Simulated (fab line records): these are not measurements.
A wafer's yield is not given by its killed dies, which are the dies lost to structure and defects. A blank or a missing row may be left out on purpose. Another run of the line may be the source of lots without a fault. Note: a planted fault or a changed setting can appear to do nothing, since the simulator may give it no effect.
fab line records	flow nandHarc	part 1 of 2: steps 1 to 28 of 38
[record] lots = 5	wafers = 15	lastDay = 33
route steps=1302 shown P_STI@103 P_GATE@110
lots untouched by any fault: they come from a run of this same line in which no faults occurred
startH: hours from the record's opening day to when the first of the lot's shown wafers began	waitH: hours since the lot's step before	" same as the row above	L1.1+2: a single row standing in for several wafers	- no value, or no start was given	* or withheld: withheld	< > ~ a bound
route shown NAME@n: a module of which the file shows steps, and the number in the route of the first	usual: the fault-free wafers' mean and standard deviation	same: alike in all rows	chamber/n: place in a boat	sites: readings site by site	_std_site: standard deviation of those values	_edge_site: outer sites' mean less inner sites'	radiusMm: for every site, how far away it sits from the centre of the wafer	mask NAME#n: copy n	behind: the last tool/chamber to shape the wafer	hold: reason for holding the lot/hours on hold/outcome of the hold	device: whichever transistor did not switch (one of n, p or np)	end of line: the same wafers' tests at the end of the route	where a step has no rows: the recipe by itself	killed: count of dies lost to structure and defects at first sort (not the wafer's yield)	map: shows each die of a wafer: x if killed, . if not, _ if none is there
set.NAME: setting as actually run; set.NAME@STEP: the setting as run at that earlier step	model.NAME: the simulator's own value behind a step, which no gauge read
lots at selected steps of the route; one table per step, one row per wafer
services: from which hour (startH, from the record's first day; less than 0 if before it) a tool's chamber was out of use, for how many hours, and why
[[steps]]
[step NHARC_P_STI_ETCH_36]
[recipe] targetDepthA = 388	chemistry = dHF	material = SiO2
lot.wafer	tool	chamber	startH	waitH
L084.1+2+6	wetBench-06	5,6,7	167.29	0.0
L089.2+3+1	wetBench-06	3,6,7	212.20	0.0
L093.4+6+5	wetBench-07	1,4,5	253.89	0.0
L094.4+1+6	wetBench-03	5,7,2	271.60	0.0
L096.4+1+5	wetBench-06	1,3,4	284.26	0.0
[step NHARC_P_STI_STRIP_24]
[recipe] tempC = 160	chemistry = H3PO4	material = Si3N4
[usual] tempC = 160.00/0.14
lot.wafer	tool	chamber	startH	waitH	tempC
L084.1	wetBench-06	5	167.32	0.0	159.97
L084.2	"	6	"	"	160.13
L084.6	"	7	"	"	160.03
L089.2	wetBench-06	3	212.23	0.0	159.67
L089.3	"	6	"	"	159.87
L089.1	"	7	"	"	160.18
L093.4	wetBench-07	1	253.90	0.0	160.08
L093.6	"	4	"	"	159.96
L093.5	"	5	"	"	160.13
L094.4	wetBench-03	5	271.62	0.0	159.86
L094.1	"	7	"	"	160.02
L094.6	"	2	"	"	159.79
L096.4	wetBench-06	1	284.28	0.0	159.84
L096.1	"	3	"	"	159.93
L096.5	"	4	"	"	160.02
[step NHARC_P_STI_ETCH_37]
[recipe] targetDepthA = 110	chemistry = dHF	material = SiO2
lot.wafer	tool	chamber	startH	waitH
L084.1+2+6	wetBench-06	5,6,7	-	-
L089.2+3+1	wetBench-06	3,6,7	-	-
L093.4+6+5	wetBench-07	1,4,5	-	-
L094.4+1+6	wetBench-03	5,7,2	-	-
L096.4+1+5	wetBench-06	1,3,4	-	-
[step NHARC_P_STI_PRECLEAN_38]
[recipe] timeS = *	tempC = 50	bathAgeMin = 0	chemistry = SC1
[usual] h2o2FlowMLMin = 56.61/0.21	tempC = 50.00/0.12
lot.wafer	tool	chamber	startH	waitH	h2o2FlowMLMin	tempC
L084.1	wetBench-06	5	-	-	56.59	49.97
L084.2	"	6	"	"	56.46	50.06
L084.6	"	7	"	"	56.58	50.01
L089.2	wetBench-06	3	-	-	56.64	49.92
L089.3	"	6	"	"	56.71	50.13
L089.1	"	7	"	"	57.04	50.10
L093.4	wetBench-07	1	-	-	56.92	50.03
L093.6	"	4	"	"	56.84	49.98
L093.5	"	5	"	"	56.72	49.99
L094.4	wetBench-03	5	-	-	56.66	50.13
L094.1	"	7	"	"	56.68	50.01
L094.6	"	2	"	"	56.39	49.91
L096.4	wetBench-06	1	-	-	56.97	50.07
L096.1	"	3	"	"	56.33	50.11
L096.5	"	4	"	"	56.88	49.93
[step NHARC_P_STI_SRD_39]
lot.wafer	tool	chamber	startH	waitH
L084.1+2+6	wetBench-06	5,6,7	-	-
L089.2+3+1	wetBench-06	3,6,7	-	-
L093.4+6+5	wetBench-07	1,4,5	-	-
L094.4+1+6	wetBench-03	5,7,2	-	-
L096.4+1+5	wetBench-06	1,3,4	-	-
[step NHARC_P_STI_OXIDE_40]
[recipe] targetThkA = 100	tempC = 900	oxTimeS = 1362	material = SiO2
[usual] oxTempC = 900.2/0.39	spikeTcLowerC = 899.5/1.2
lot.wafer	tool	chamber	startH	waitH	oxTempC	spikeTcLowerC
L084.1	furnace-04	0	171.98	-	900.0	899.3
L084.2	"	0	"	"	900.3	899.0
L084.6	"	0	"	"	900.6	899.2
L089.1	furnace-06	0	216.94	-	900.3	896.9
L089.2	"	0	"	"	900.4	896.9
L089.3	"	0	"	"	900.1	898.1
L093.4	furnace-04	0	257.73	-	899.8	898.9
L093.5	"	0	"	"	900.0	899.9
L093.6	"	0	"	"	900.1	900.2
L094.1	furnace-04	0	276.26	-	900.4	900.1
L094.4	"	0	"	"	899.7	898.4
L094.6	"	0	"	"	900.5	899.4
L096.1	furnace-04	0	290.20	-	899.7	899.8
L096.4	"	0	"	"	900.1	899.9
L096.5	"	0	"	"	899.9	900.0
[step NHARC_P_STI_INSPECT_25]
[usual] rawDefectCount = 209/66
lot.wafer	tool	chamber	startH	waitH	rawDefectCount
L084.1	defectInspect-01	-	176.03	0.4	112
L084.2	"	-	"	"	162
L084.6	"	-	"	"	183
L089.1	defectInspect-02	-	220.96	0.4	198
L089.2	"	-	"	"	154
L089.3	"	-	"	"	183
L093.4	defectInspect-02	-	261.75	0.4	105
L093.5	"	-	"	"	101
L093.6	"	-	"	"	117
L094.1	defectInspect-02	-	280.30	0.4	125
L094.4	"	-	"	"	178
L094.6	"	-	"	"	150
L096.1	defectInspect-01	-	294.23	0.4	292
L096.4	"	-	"	"	188
L096.5	"	-	"	"	240
[step NHARC_P_GATE_ETCH_69]
[recipe] targetDepthA = 140	chemistry = dHF	material = SiO2
lot.wafer	tool	chamber	startH	waitH
L084.6+1+2	wetBench-04	3,4,6	176.09	0.1
L089.1+2+3	wetBench-04	5,0,1	221.02	0.1
L093.6+5+4	wetBench-01	0,3,5	261.80	0.0
L094.6+4+1	wetBench-04	2,3,5	280.37	0.1
L096.5+1+4	wetBench-09	2,3,5	294.30	0.1
[step NHARC_P_GATE_PRECLEAN_70]
[recipe] timeS = *	tempC = 50	bathAgeMin = 0	chemistry = SC1
[usual] h2o2FlowMLMin = 56.63/0.17	tempC = 49.99/0.12
lot.wafer	tool	chamber	startH	waitH	h2o2FlowMLMin	tempC
L084.6	wetBench-04	3	176.17	0.1	56.49	50.05
L084.1	"	4	"	"	56.73	49.96
L084.2	"	6	"	"	56.51	50.16
L089.1	wetBench-04	5	221.10	0.1	56.68	49.93
L089.2	"	0	"	"	56.69	49.85
L089.3	"	1	"	"	56.91	49.91
L093.6	wetBench-01	0	261.90	0.1	56.39	49.94
L093.5	"	3	"	"	56.62	49.89
L093.4	"	5	"	"	56.45	49.84
L094.6	wetBench-04	2	280.45	0.1	56.92	49.91
L094.4	"	3	"	"	56.97	50.08
L094.1	"	5	"	"	56.63	49.89
L096.5	wetBench-09	2	294.38	0.1	56.46	50.02
L096.1	"	3	"	"	56.70	49.75
L096.4	"	5	"	"	56.82	50.05
[step NHARC_P_GATE_SRD_01]
lot.wafer	tool	chamber	startH	waitH
L084.6+1+2	wetBench-04	3,4,6	-	-
L089.1+2+3	wetBench-04	5,0,1	-	-
L093.6+5+4	wetBench-01	0,3,5	-	-
L094.6+4+1	wetBench-04	2,3,5	-	-
L096.5+1+4	wetBench-09	2,3,5	-	-
[step NHARC_P_GATE_OXIDE_02]
[recipe] targetThkA = 375	tempC = 950	pH2oTorr = 720	oxTimeS = 365	material = SiO2
[usual] oxTempC = 950.0/0.43	spikeTcLowerC = 950.0/1.3
lot.wafer	tool	chamber	startH	waitH	oxTempC	spikeTcLowerC
L084.1	furnace-03	0	179.52	-	949.7	949.0
L084.2	"	0	"	"	950.1	948.9
L084.6	"	0	"	"	949.4	949.8
L089.1	furnace-05	0	224.32	-	950.6	951.5
L089.2	"	0	"	"	950.0	951.2
L089.3	"	0	"	"	950.2	950.7
L093.4	furnace-08	0	265.48	-	950.4	951.9
L093.5	"	0	"	"	950.2	950.0
L093.6	"	0	"	"	950.8	951.8
L094.1	furnace-05	0	284.22	-	950.1	949.5
L094.4	"	0	"	"	950.3	951.2
L094.6	"	0	"	"	950.4	948.5
L096.1	furnace-05	0	297.60	-	949.4	951.6
L096.4	"	0	"	"	949.5	951.4
L096.5	"	0	"	"	950.5	950.2
[step NHARC_P_GATE_DEHYDRATE_03]
[recipe] tempC = 150	timeS = 120
[usual] resistLineTempC = 22.98/0.13
lot.wafer	tool	chamber	startH	waitH	resistLineTempC
L084.1	lithoTrack-02	0	184.04	0.4	23.01
L084.2	"	0	"	"	22.99
L084.6	"	0	"	"	23.09
L089.1	lithoTrack-07	0	228.91	0.4	22.97
L089.2	"	0	"	"	23.05
L089.3	"	0	"	"	22.98
L093.4	lithoTrack-02	0	270.00	0.4	22.90
L093.5	"	0	"	"	22.87
L093.6	"	0	"	"	23.00
L094.1	lithoTrack-02	0	288.71	0.4	22.77
L094.4	"	0	"	"	22.96
L094.6	"	0	"	"	22.99
L096.1	lithoTrack-02	0	302.14	0.4	22.90
L096.4	"	0	"	"	22.89
L096.5	"	0	"	"	22.79
[step NHARC_P_GATE_HMDS_04]
[recipe] timeS = 30
[usual] resistLineTempC = 22.99/0.1
lot.wafer	tool	chamber	startH	waitH	resistLineTempC
L084.1	lithoTrack-02	0	-	-	22.96
L084.2	"	0	"	"	22.92
L084.6	"	0	"	"	23.11
L089.1	lithoTrack-07	0	-	-	22.89
L089.2	"	0	"	"	22.95
L089.3	"	0	"	"	22.97
L093.4	lithoTrack-02	0	-	-	22.90
L093.5	"	0	"	"	22.90
L093.6	"	0	"	"	22.96
L094.1	lithoTrack-02	0	-	-	23.01
L094.4	"	0	"	"	23.02
L094.6	"	0	"	"	22.98
L096.1	lithoTrack-02	0	-	-	22.95
L096.4	"	0	"	"	22.96
L096.5	"	0	"	"	23.02
[step NHARC_P_GATE_COAT_05]
[recipe] spinRpm = 4690
[usual] resistLineTempC = 22.99/0.098
lot.wafer	tool	chamber	startH	waitH	resistLineTempC
L084.1	lithoTrack-02	0	-	-	23.02
L084.2	"	0	"	"	23.06
L084.6	"	0	"	"	23.01
L089.1	lithoTrack-07	0	-	-	23.15
L089.2	"	0	"	"	23.07
L089.3	"	0	"	"	23.02
L093.4	lithoTrack-02	0	-	-	22.96
L093.5	"	0	"	"	22.96
L093.6	"	0	"	"	22.95
L094.1	lithoTrack-02	0	-	-	22.85
L094.4	"	0	"	"	23.01
L094.6	"	0	"	"	22.97
L096.1	lithoTrack-02	0	-	-	23.04
L096.4	"	0	"	"	23.12
L096.5	"	0	"	"	22.98
[step NHARC_P_GATE_SOFTBAKE_06]
[recipe] tempC = 122	timeS = 95
[usual] resistLineTempC = 22.97/0.099
lot.wafer	tool	chamber	startH	waitH	resistLineTempC
L084.1	lithoTrack-02	0	-	-	22.78
L084.2	"	0	"	"	22.87
L084.6	"	0	"	"	22.89
L089.1	lithoTrack-07	0	-	-	22.93
L089.2	"	0	"	"	23.06
L089.3	"	0	"	"	23.06
L093.4	lithoTrack-02	0	-	-	22.89
L093.5	"	0	"	"	22.95
L093.6	"	0	"	"	22.89
L094.1	lithoTrack-02	0	-	-	22.85
L094.4	"	0	"	"	22.96
L094.6	"	0	"	"	23.05
L096.1	lithoTrack-02	0	-	-	23.05
L096.4	"	0	"	"	23.01
L096.5	"	0	"	"	22.97
[step NHARC_P_GATE_EBR_07]
[usual] resistLineTempC = 23.02/0.11
lot.wafer	tool	chamber	startH	waitH	resistLineTempC
L084.1	lithoTrack-02	0	-	-	23.03
L084.2	"	0	"	"	23.08
L084.6	"	0	"	"	22.91
L089.1	lithoTrack-07	0	-	-	22.93
L089.2	"	0	"	"	22.93
L089.3	"	0	"	"	23.10
L093.4	lithoTrack-02	0	-	-	23.00
L093.5	"	0	"	"	23.00
L093.6	"	0	"	"	23.00
L094.1	lithoTrack-02	0	-	-	22.92
L094.4	"	0	"	"	22.84
L094.6	"	0	"	"	22.83
L096.1	lithoTrack-02	0	-	-	22.99
L096.4	"	0	"	"	23.09
L096.5	"	0	"	"	23.22
[step NHARC_P_GATE_EXPOSE_08]
[recipe] na = 0.6	doseMj = 16.75	maskId = P_HV
[usual] stageVelMmS = 500.02/0.25
lot.wafer	tool	chamber	startH	waitH	mask	stageVelMmS
L084.1	krfScanner-02	0	184.31	-	P_HV#0	500.16
L084.2	"	0	"	"	P_HV#0	499.90
L084.6	"	0	"	"	P_HV#0	499.81
L089.1	krfScanner-04	0	229.07	-	P_HV#0	500.10
L089.2	"	0	"	"	P_HV#0	500.00
L089.3	"	0	"	"	P_HV#0	500.16
L093.4	krfScanner-02	0	270.16	-	P_HV#0	499.96
L093.5	"	0	"	"	P_HV#0	500.05
L093.6	"	0	"	"	P_HV#0	500.31
L094.1	krfScanner-02	0	288.86	-	P_HV#0	499.63
L094.4	"	0	"	"	P_HV#0	500.44
L094.6	"	0	"	"	P_HV#0	500.20
L096.1	krfScanner-02	0	302.41	-	P_HV#0	499.35
L096.4	"	0	"	"	P_HV#0	500.04
L096.5	"	0	"	"	P_HV#0	499.58
[step NHARC_P_GATE_PEB_09]
[recipe] pebTempC = 118	pebTimeS = 85
[usual] resistLineTempC = 22.99/0.11
lot.wafer	tool	chamber	startH	waitH	resistLineTempC
L084.1	lithoTrack-02	0	184.38	0.1	23.08
L084.2	"	0	"	"	23.20
L084.6	"	0	"	"	22.80
L089.1	lithoTrack-03	0	229.14	0.1	22.86
L089.2	"	0	"	"	22.98
L089.3	"	0	"	"	23.02
L093.4	lithoTrack-07	0	270.21	0.0	23.06
L093.5	"	0	"	"	23.14
L093.6	"	0	"	"	22.98
L094.1	lithoTrack-07	0	288.92	0.1	23.00
L094.4	"	0	"	"	23.04
L094.6	"	0	"	"	22.95
L096.1	lithoTrack-07	0	302.47	0.1	23.02
L096.4	"	0	"	"	22.96
L096.5	"	0	"	"	23.00
[step NHARC_P_GATE_DEVELOP_10]
[recipe] timeS = 70
[usual] resistLineTempC = 23.00/0.12
lot.wafer	tool	chamber	startH	waitH	resistLineTempC
L084.1	lithoTrack-02	0	-	-	22.95
L084.2	"	0	"	"	22.92
L084.6	"	0	"	"	22.89
L089.1	lithoTrack-03	0	-	-	22.95
L089.2	"	0	"	"	23.13
L089.3	"	0	"	"	22.94
L093.4	lithoTrack-07	0	-	-	22.95
L093.5	"	0	"	"	23.06
L093.6	"	0	"	"	23.09
L094.1	lithoTrack-07	0	-	-	23.04
L094.4	"	0	"	"	23.01
L094.6	"	0	"	"	22.96
L096.1	lithoTrack-07	0	-	-	22.91
L096.4	"	0	"	"	23.01
L096.5	"	0	"	"	22.97
[step NHARC_P_GATE_CD_MEAS_11]
[recipe] targetCdNm = 1640	landingEnergyEv = 500
[usual] cdNm = 1640.0/1.3
lot.wafer	tool	chamber	startH	waitH	cdNm
L084.1	cdSem-03	0	184.47	-	1642.4
L084.2	"	0	"	"	1641.5
L084.6	"	0	"	"	1640.5
L089.1	cdSem-01	0	229.23	-	1640.5
L089.2	"	0	"	"	1639.3
L089.3	"	0	"	"	1639.1
L093.4	cdSem-03	0	270.31	-	1639.0
L093.5	"	0	"	"	1639.9
L093.6	"	0	"	"	1639.3
L094.1	cdSem-01	0	289.01	-	1640.5
L094.4	"	0	"	"	1642.6
L094.6	"	0	"	"	1640.8
L096.1	cdSem-03	0	302.56	-	1640.5
L096.4	"	0	"	"	1638.6
L096.5	"	0	"	"	1641.2
[step NHARC_P_GATE_HARDBAKE_12]
[recipe] tempC = 125	timeS = 80
[usual] resistLineTempC = 23.00/0.12
lot.wafer	tool	chamber	startH	waitH	resistLineTempC
L084.1	lithoTrack-03	0	184.55	-	23.03
L084.2	"	0	"	"	23.06
L084.6	"	0	"	"	23.09
L089.1	lithoTrack-07	0	229.31	-	23.21
L089.2	"	0	"	"	22.97
L089.3	"	0	"	"	22.97
L093.4	lithoTrack-03	0	270.39	-	23.12
L093.5	"	0	"	"	22.91
L093.6	"	0	"	"	23.02
L094.1	lithoTrack-07	0	289.09	-	23.08
L094.4	"	0	"	"	23.00
L094.6	"	0	"	"	23.08
L096.1	lithoTrack-02	0	302.64	-	22.96
L096.4	"	0	"	"	22.92
L096.5	"	0	"	"	22.78
[step NHARC_P_GATE_DESCUM_13]
[recipe] timeS = 3	o2FlowSccm = 200	arFlowSccm = 0	biasPowerW = 0	chemistry = O2
[usual] drypumpMotorCurrentA = 5.7/0.41	oesProductAu = 1.000/0.0064	rfVppV = 57.7/0.91	showerheadPlenumPTorr = 1.90/0.1	throttleValvePct = 11.311/0.009
lot.wafer	tool	chamber	startH	waitH	drypumpMotorCurrentA	oesProductAu	rfHoursCounterH	rfVppV	showerheadPlenumPTorr	throttleValvePct
L084.1	rieDiel-05	3	184.64	-	6.0	0.998	7	57.5	1.78	11.315
L084.2	"	1	"	"	5.5	1.006	5	57.4	1.93	11.311
L084.6	"	3	"	"	6.0	0.989	-	56.7	1.78	11.302
L089.3	rieDiel-06	3	229.41	-	6.0	0.996	5	59.1	1.96	11.316
L089.1	"	0	"	"	5.6	0.999	5	58.1	1.80	11.304
L089.2	"	1	"	"	5.8	1.005	7	59.2	2.05	11.314
L093.4	rieDiel-05	3	270.50	-	6.0	0.983	1	57.4	1.78	11.297
L093.6	"	0	"	"	5.1	1.008	-	56.9	2.03	11.307
L093.5	"	1	"	"	5.4	1.000	-	58.6	1.93	11.317
L094.4	rieDiel-05	0	289.17	-	5.1	0.998	2	57.0	2.03	11.302
L094.1	"	1	"	"	5.4	0.998	2	57.9	1.93	11.288
L094.6	"	1	"	"	5.4	1.013	-	56.9	1.93	11.319
L096.1	rieDiel-05	2	302.74	-	5.8	1.001	3	59.7	2.03	11.309
L096.4	"	0	"	"	5.1	0.998	3	57.1	2.03	11.298
L096.5	"	1	"	"	5.4	1.002	-	58.3	1.93	11.330
[step NHARC_P_GATE_ETCH_14]
[recipe] targetDepthA = 488	chemistry = dHF	material = SiO2
lot.wafer	tool	chamber	startH	waitH
L084.2+6+1	wetBench-04	5,1,2	184.77	0.1
L089.3+2+1	wetBench-01	4,6,1	229.53	0.1
L093.6+4+5	wetBench-09	6,1,2	270.60	0.1
L094.6+4+1	wetBench-04	4,5,0	289.31	0.1
L096.1+5+4	wetBench-04	1,5,6	302.86	0.1
[step NHARC_P_GATE_STRIP_15]
[recipe] timeS = 780	tempC = 130	chemistry = SPM
[usual] tempC = 130.00/0.14
lot.wafer	tool	chamber	startH	waitH	tempC
L084.2	wetBench-04	5	184.81	0.0	130.23
L084.6	"	1	"	"	129.92
L084.1	"	2	"	"	129.94
L089.3	wetBench-01	4	229.57	0.0	129.99
L089.2	"	6	"	"	129.90
L089.1	"	1	"	"	130.02
L093.6	wetBench-09	6	270.65	0.0	130.14
L093.4	"	1	"	"	129.80
L093.5	"	2	"	"	130.28
L094.6	wetBench-04	4	289.35	0.0	129.84
L094.4	"	5	"	"	130.24
L094.1	"	0	"	"	129.99
L096.1	wetBench-04	1	302.90	0.0	129.91
L096.5	"	5	"	"	129.84
L096.4	"	6	"	"	129.83
[step NHARC_P_GATE_PRECLEAN_71]
[recipe] timeS = *	tempC = 50	bathAgeMin = 0	chemistry = SC1
[usual] h2o2FlowMLMin = 56.63/0.17	tempC = 50.00/0.11
lot.wafer	tool	chamber	startH	waitH	h2o2FlowMLMin	tempC
L084.2	wetBench-04	5	-	-	56.81	49.73
L084.6	"	1	"	"	56.76	50.10
L084.1	"	2	"	"	56.38	49.82
L089.3	wetBench-01	4	-	-	56.75	49.98
L089.2	"	6	"	"	56.92	49.84
L089.1	"	1	"	"	56.53	49.94
L093.6	wetBench-09	6	-	-	56.65	49.92
L093.4	"	1	"	"	56.77	50.06
L093.5	"	2	"	"	56.53	50.25
L094.6	wetBench-04	4	-	-	56.32	49.95
L094.4	"	5	"	"	56.57	50.08
L094.1	"	0	"	"	56.40	49.99
L096.1	wetBench-04	1	-	-	56.56	49.98
L096.5	"	5	"	"	56.64	50.04
L096.4	"	6	"	"	56.78	49.94
[step NHARC_P_GATE_SRD_72]
lot.wafer	tool	chamber	startH	waitH
L084.2+6+1	wetBench-04	5,1,2	-	-
L089.3+2+1	wetBench-01	4,6,1	-	-
L093.6+4+5	wetBench-09	6,1,2	-	-
L094.6+4+1	wetBench-04	4,5,0	-	-
L096.1+5+4	wetBench-04	1,5,6	-	-
[step NHARC_P_GATE_OXIDE_16]
[recipe] targetThkA = 30	tempC = 875	oxTimeS = 392	material = SiO2
[usual] oxTempC = 875.0/0.4	spikeTcLowerC = 875.3/1.3
lot.wafer	tool	chamber	startH	waitH	oxTempC	spikeTcLowerC
L084.1	furnace-05	0	188.24	-	875.5	876.7
L084.2	"	0	"	"	875.5	876.5
L084.6	"	0	"	"	874.6	875.4
L089.1	furnace-05	0	232.96	-	874.3	876.4
L089.2	"	0	"	"	874.8	875.2
L089.3	"	0	"	"	874.6	875.7
L093.4	furnace-08	0	274.43	-	875.5	877.1
L093.5	"	0	"	"	875.6	876.4
L093.6	"	0	"	"	875.2	875.3
L094.1	furnace-03	0	292.91	-	875.4	873.6
L094.4	"	0	"	"	874.9	875.0
L094.6	"	0	"	"	875.2	872.5
L096.1	furnace-05	0	306.34	-	874.6	876.4
L096.4	"	0	"	"	875.0	875.8
L096.5	"	0	"	"	875.4	873.6
[step NHARC_P_GATE_CVD_17]
[recipe] targetThkA = 1500	tempC = 620	timeS = 900	material = poly-Si
[usual] spikeTcLowerC = 620.4/1.3
lot.wafer	tool	chamber	startH	waitH	spikeTcLowerC
L084.1	lpcvdPoly-03	0	195.49	3.6	621.2
L084.2	"	0	"	"	621.5
L084.6	"	0	"	"	622.7
L089.1	lpcvdPoly-04	0	239.11	2.6	619.7
L089.2	"	0	"	"	620.2
L089.3	"	0	"	"	620.1
L093.4	lpcvdPoly-01	0	280.67	2.7	620.1
L093.5	"	0	"	"	621.0
L093.6	"	0	"	"	621.6
L094.1	lpcvdPoly-01	0	299.03	2.5	621.3
L094.4	"	0	"	"	621.9
L094.6	"	0	"	"	623.6
L096.1	lpcvdPoly-03	0	312.55	2.7	621.3
L096.4	"	0	"	"	620.1
L096.5	"	0	"	"	621.9
